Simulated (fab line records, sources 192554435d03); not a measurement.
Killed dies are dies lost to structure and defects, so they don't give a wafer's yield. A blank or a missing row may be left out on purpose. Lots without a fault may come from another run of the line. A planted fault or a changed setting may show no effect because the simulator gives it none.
Which tool did it? | flow n5_finfet | 12 lots, 36 wafers sampled, at 2 steps of a route of 1938

WHAT THE GAUGES READ, wafer by wafer
N5_DUMMY_GATE_INSPECT_27: inspects for defects (brightfield).
lot  | measured    | on                | raw_defect_count
L075 | day 3 09:08 | defect_inspect-01 | 178 176 206
L077 | day 3 18:51 | defect_inspect-01 | 193 218 223
L079 | day 4 05:43 | defect_inspect-02 | 507 507 448
L081 | day 4 20:26 | defect_inspect-01 | 314 351 381
L083 | day 5 07:12 | defect_inspect-01 | 438 265 361
L085 | day 5 18:04 | defect_inspect-02 | 231 271 434
L087 | day 6 05:30 | defect_inspect-01 | 196 224 227
L089 | day 6 21:29 | defect_inspect-01 | 379 390 412
L091 | day 8 00:57 | defect_inspect-02 | 277 218 252
L093 | day 8 04:28 | defect_inspect-01 | 258 372 299
L095 | day 9 22:13 | defect_inspect-02 | 328 264 319
L097 | day 9 23:04 | defect_inspect-02 | 225 291 260

WHICH TOOL RAN EACH LOT (tool, then ch and the chambers of the sampled wafers, then the start)
lot  | N5_DUMMY_GATE_DESCUM_20
L075 | rie_diel-02 ch 0,1,3, day 3 07:59
L077 | rie_diel-02 ch 0,1,2, day 3 17:35
L079 | rie_diel-03 ch 0,2,3, day 4 04:20
L081 | rie_diel-02 ch 1,2,3, day 4 19:17
L083 | rie_diel-02 ch 0,2,3, day 5 05:47
L085 | rie_diel-02 ch 2,3, day 5 16:54
L087 | rie_diel-05 ch 0,1,3, day 6 04:03
L089 | rie_diel-03 ch 2,3, day 6 20:15
L091 | rie_diel-03 ch 1,3, day 7 23:32
L093 | rie_diel-02 ch 1,2, day 8 02:42
L095 | rie_diel-05 ch 1,2,3, day 9 20:46
L097 | rie_diel-05 ch 2,3, day 9 21:18
- N5_DUMMY_GATE_DESCUM_20: chemistry O2, time 6.2 s.

THE ANSWER, worked out from the rows above alone
Rule: what is usual is taken from the lots themselves. Put in order of their means at a reading, lots are off if they are a third of the lots or fewer, leave a main group of 4 or more, and stand apart from it by a gap of 3 or more times the standard deviation of the main group's means; of several such gaps the widest counts. A main group whose means are all the same, to the digits that the tables above print for the reading, isn't used. A lot without any number at a reading at which 4 lots or more have one is off too. The other lots that the step has rows for count as sound.
No lot is off at any reading shown: from this, nothing can be told.

WHAT THE SIMULATOR HAD PUT IN
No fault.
